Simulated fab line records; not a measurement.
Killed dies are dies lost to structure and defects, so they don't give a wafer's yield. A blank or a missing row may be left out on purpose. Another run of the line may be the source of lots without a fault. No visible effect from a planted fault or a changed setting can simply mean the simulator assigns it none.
The tool behind it: which one? || flow nand harc || 12 lots, 36 wafers sampled, at 6 steps of a route of 1159

WHAT THE GAUGES READ, wafer by wafer
NHARC_A_ZERO_WELL_CD_MEAS_10: target cd 2000 nm.
{"lot": "L142", "measured": "day 6 08:17", "on": "cd sem-01", "cd nm (nm)": "1996.4 1998.7 1997.2"}
{"lot": "L143", "measured": "day 6 08:57", "on": "cd sem-03", "cd nm (nm)": "1999.7 1998.5 1996.9"}
{"lot": "L144", "measured": "day 7 07:07", "on": "cd sem-01", "cd nm (nm)": "1997.8 1999.7 1996.4"}
{"lot": "L147", "measured": "day 7 21:53", "on": "cd sem-02", "cd nm (nm)": "2001.1 2000.6 1997.3"}
{"lot": "L155", "measured": "day 9 22:55", "on": "cd sem-02", "cd nm (nm)": "1999.5 2000.4 1999.4"}
{"lot": "L154", "measured": "day 9 23:28", "on": "cd sem-02", "cd nm (nm)": "1997.4 1997.9 2001.3"}
{"lot": "L153", "measured": "day 9 23:49", "on": "cd sem-01", "cd nm (nm)": "1997.6 1997.4 1998.9"}
{"lot": "L158", "measured": "day 10 21:32", "on": "cd sem-03", "cd nm (nm)": "1996.4 1997.5 2001.0"}
{"lot": "L160", "measured": "day 10 23:12", "on": "cd sem-01", "cd nm (nm)": "2000.0 2001.0 1998.1"}
{"lot": "L161", "measured": "day 11 06:49", "on": "cd sem-02", "cd nm (nm)": "1998.9 1997.9 1998.9"}
{"lot": "L162", "measured": "day 11 16:20", "on": "cd sem-03", "cd nm (nm)": "2000.4 1999.1 2000.3"}
{"lot": "L163", "measured": "day 11 18:17", "on": "cd sem-02", "cd nm (nm)": "2000.7 1998.7 2000.1"}

NHARC_A_SOURCE_PLATE_THK_MEAS_09: measures by ellipsometry.
{"lot": "L142", "measured": "day 6 16:21", "on": "film metro-01", "thk nm (nm)": "11.0 10.6 9.4"}
{"lot": "L143", "measured": "day 6 16:21", "on": "film metro-02", "thk nm (nm)": "9.1 9.8 10.2"}
{"lot": "L144", "measured": "day 7 15:39", "on": "film metro-01", "thk nm (nm)": "11.9 9.0 9.3"}
{"lot": "L147", "measured": "day 8 09:28", "on": "film metro-02", "thk nm (nm)": "10.3 8.7 9.9"}
{"lot": "L155", "measured": "day 10 07:52", "on": "film metro-02", "thk nm (nm)": "10.9 9.9 8.9"}
{"lot": "L154", "measured": "day 10 07:52", "on": "film metro-02", "thk nm (nm)": "11.2 9.2 9.6"}
{"lot": "L153", "measured": "day 10 07:52", "on": "film metro-01", "thk nm (nm)": "8.5 9.8 7.9"}
{"lot": "L158", "measured": "day 11 04:40", "on": "film metro-02", "thk nm (nm)": "9.9 9.5 8.5"}
{"lot": "L160", "measured": "day 11 14:19", "on": "film metro-02", "thk nm (nm)": "10.5 10.5 11.4"}
{"lot": "L161", "measured": "day 11 14:19", "on": "film metro-01", "thk nm (nm)": "11.1 13.0 8.5"}
{"lot": "L162", "measured": "day 12 01:12", "on": "film metro-01", "thk nm (nm)": "8.6 11.1 8.4"}
{"lot": "L163", "measured": "day 12 01:12", "on": "film metro-02", "thk nm (nm)": "10.8 9.0 11.0"}

NHARC_A_ONON_D1_THK_MEAS_11: measures by ellipsometry.
{"lot": "L142", "measured": "day 7 08:08", "on": "film metro-02", "thk nm (nm)": "994 993 993"}
{"lot": "L143", "measured": "day 7 08:09", "on": "film metro-01", "thk nm (nm)": "1009 1008 1012"}
{"lot": "L144", "measured": "day 8 08:44", "on": "film metro-01", "thk nm (nm)": "1000 1004 1001"}
{"lot": "L147", "measured": "day 9 00:55", "on": "film metro-02", "thk nm (nm)": "1011 1012 1010"}
{"lot": "L155", "measured": "day 11 00:10", "on": "film metro-01", "thk nm (nm)": "1000 1001 1000"}
{"lot": "L154", "measured": "day 11 00:23", "on": "film metro-01", "thk nm (nm)": "999 999 997"}
{"lot": "L153", "measured": "day 11 00:02", "on": "film metro-02", "thk nm (nm)": "1012 1011 1010"}
{"lot": "L158", "measured": "day 11 20:14", "on": "film metro-01", "thk nm (nm)": "988 990 987"}
{"lot": "L160", "measured": "day 12 05:27", "on": "film metro-01", "thk nm (nm)": "1005 1005 1005"}
{"lot": "L161", "measured": "day 12 05:26", "on": "film metro-02", "thk nm (nm)": "995 995 995"}
{"lot": "L162", "measured": "day 12 18:28", "on": "film metro-02", "thk nm (nm)": "1000 999 1001"}
{"lot": "L163", "measured": "day 12 18:26", "on": "film metro-02", "thk nm (nm)": "989 988 990"}

NHARC_A_ONON_D1_THK_MEAS_18: measures by ellipsometry.
{"lot": "L142", "measured": "day 7 18:01", "on": "film metro-02", "thk nm (nm)": "991 992 990"}
{"lot": "L143", "measured": "day 7 18:01", "on": "film metro-02", "thk nm (nm)": "991 989 990"}
{"lot": "L144", "measured": "day 8 17:08", "on": "film metro-02", "thk nm (nm)": "1005 1002 1004"}
{"lot": "L147", "measured": "day 9 08:35", "on": "film metro-01", "thk nm (nm)": "1014 1014 1015"}
{"lot": "L155", "measured": "day 11 07:44", "on": "film metro-01", "thk nm (nm)": "996 995 995"}
{"lot": "L154", "measured": "day 11 08:05", "on": "film metro-02", "thk nm (nm)": "297 296 1010"}
{"lot": "L153", "measured": "day 11 07:43", "on": "film metro-01", "thk nm (nm)": "303 1013 305"}
{"lot": "L158", "measured": "day 12 04:06", "on": "film metro-02", "thk nm (nm)": "992 991 991"}
{"lot": "L160", "measured": "day 12 13:05", "on": "film metro-01", "thk nm (nm)": "989 986 987"}
{"lot": "L161", "measured": "day 12 13:05", "on": "film metro-01", "thk nm (nm)": "993 995 995"}
{"lot": "L162", "measured": "day 13 02:08", "on": "film metro-02", "thk nm (nm)": "982 982 982"}
{"lot": "L163", "measured": "day 13 02:07", "on": "film metro-02", "thk nm (nm)": "999 997 998"}

NHARC_END_SORT_01.
{"lot": "L154", "measured": "day 22 17:56", "on": "prober-02", "killed at array": "675 676 34", "killed at other": "0 0 0", "killed at periphery": "2 1 2", "killed dies": "677 677 36", "killed open": "6 4 4", "killed short": "4 5 2"}
{"lot": "L153", "measured": "day 22 14:59", "on": "prober-01", "killed at array": "672 40 676", "killed at other": "0 1 0", "killed at periphery": "5 0 1", "killed dies": "677 41 677", "killed open": "3 5 2", "killed short": "1 0 1"}
{"lot": "L158", "measured": "day 23 20:14", "on": "prober-01", "killed at array": "18 26 25", "killed at other": "2 3 3", "killed at periphery": "0 4 5", "killed dies": "20 33 33", "killed open": "2 3 6", "killed short": "0 1 2"}
{"lot": "L161", "measured": "day 24 20:16", "on": "prober-01", "killed at array": "56 50 50", "killed at other": "0 0 0", "killed at periphery": "1 1 1", "killed dies": "57 51 51", "killed open": "3 2 2", "killed short": "1 1 1"}

TOOL THAT RAN EACH LOT (tool first, then ch and the chambers of the sampled wafers, then the start)
{"lot": "L142", "NHARC_A_ONON_D1_DEP_16": "pecvd onon-04 ch 0, day 7 17:31"}
{"lot": "L143", "NHARC_A_ONON_D1_DEP_16": "pecvd onon-01 ch 0, day 7 17:37"}
{"lot": "L144", "NHARC_A_ONON_D1_DEP_16": "pecvd onon-04 ch 0, day 8 16:44"}
{"lot": "L147", "NHARC_A_ONON_D1_DEP_16": "pecvd onon-03 ch 0, day 9 08:05"}
{"lot": "L155", "NHARC_A_ONON_D1_DEP_16": "pecvd onon-03 ch 0, day 11 07:13"}
{"lot": "L154", "NHARC_A_ONON_D1_DEP_16": "pecvd onon-01 ch 0, day 11 07:37"}
{"lot": "L153", "NHARC_A_ONON_D1_DEP_16": "pecvd onon-01 ch 0, day 11 07:16"}
{"lot": "L158", "NHARC_A_ONON_D1_DEP_16": "pecvd onon-03 ch 0, day 12 03:35"}
{"lot": "L160", "NHARC_A_ONON_D1_DEP_16": "pecvd onon-03 ch 0, day 12 12:35"}
{"lot": "L161", "NHARC_A_ONON_D1_DEP_16": "pecvd onon-04 ch 0, day 12 12:35"}
{"lot": "L162", "NHARC_A_ONON_D1_DEP_16": "pecvd onon-03 ch 0, day 13 01:37"}
{"lot": "L163", "NHARC_A_ONON_D1_DEP_16": "pecvd onon-04 ch 0, day 13 01:43"}
- NHARC_A_ONON_D1_DEP_16: target thk 1000 nm.

AS READ BY THE TOOLS THEMSELVES (means over the sampled wafers that have a number; for cases with no such wafer, the mark the record gives instead)
NHARC_A_ONON_D1_DEP_16.
{"lot": "L142", "tool": "pecvd onon-04", "n2o flow sccm (sccm)": 1999, "susceptor temp C (C)": 400.00}
{"lot": "L143", "tool": "pecvd onon-01", "n2o flow sccm (sccm)": 2001, "susceptor temp C (C)": 400.32}
{"lot": "L144", "tool": "pecvd onon-04", "n2o flow sccm (sccm)": 1998, "susceptor temp C (C)": 399.98}
{"lot": "L147", "tool": "pecvd onon-03", "n2o flow sccm (sccm)": 1997, "susceptor temp C (C)": 399.83}
{"lot": "L155", "tool": "pecvd onon-03", "n2o flow sccm (sccm)": 2002, "susceptor temp C (C)": 399.70}
{"lot": "L154", "tool": "pecvd onon-01", "n2o flow sccm (sccm)": 1995, "susceptor temp C (C)": 399.85}
{"lot": "L153", "tool": "pecvd onon-01", "n2o flow sccm (sccm)": 2004, "susceptor temp C (C)": 399.98}
{"lot": "L158", "tool": "pecvd onon-03", "n2o flow sccm (sccm)": 1994, "susceptor temp C (C)": 400.13}
{"lot": "L160", "tool": "pecvd onon-03", "n2o flow sccm (sccm)": 1994, "susceptor temp C (C)": 400.00}
{"lot": "L161", "tool": "pecvd onon-04", "n2o flow sccm (sccm)": 1999, "susceptor temp C (C)": 399.83}
{"lot": "L162", "tool": "pecvd onon-03", "n2o flow sccm (sccm)": 1996, "susceptor temp C (C)": 400.06}
{"lot": "L163", "tool": "pecvd onon-04", "n2o flow sccm (sccm)": 2003, "susceptor temp C (C)": 399.93}

THE ANSWER, worked out from the rows above alone
Rule: what is usual is taken from the lots themselves. Put in order of their means at a reading, lots are off if they are a third of the lots or fewer, leave a main group of 4 or more, and stand apart from it by a gap of 3 or more times the standard deviation of the main group's means; of several such gaps the widest counts. Not used: any main group whose means are identical at the precision the tables above print for the reading. A lot without any number at a reading at which 4 lots or more have one is off too. Where the step has rows for the other lots, those lots are counted as sound. Order of review: gauges by route order, followed by the tools' own readings, for which a lot's mean as printed above is used. The first step at which some lot is off is used, and at that step the reading that is off furthest; a lot without a number counts as furthest.
Off, at NHARC_A_ONON_D1_THK_MEAS_18 on thk nm: L154, L153. Mean 995 nm and standard deviation 8.6 in the main group.
If a tool, at a process step before that reading, ran all the lots that are off and no sound lot after the first of them, it fits. Gauges at NHARC_A_ONON_D1_THK_MEAS_18: tried the same way as those tools. One fits: pecvd onon-01 at NHARC_A_ONON_D1_DEP_16. Its last sound lot is L143 (day 7 17:37), its first lot that is off L153 (day 11 07:16): a fault that began between those two fits.

WHAT THE SIMULATOR HAD INSERTED
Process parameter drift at NHARC_A_ONON_D1_DEP_16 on pecvd onon-01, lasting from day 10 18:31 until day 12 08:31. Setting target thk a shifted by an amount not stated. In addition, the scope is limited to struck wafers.
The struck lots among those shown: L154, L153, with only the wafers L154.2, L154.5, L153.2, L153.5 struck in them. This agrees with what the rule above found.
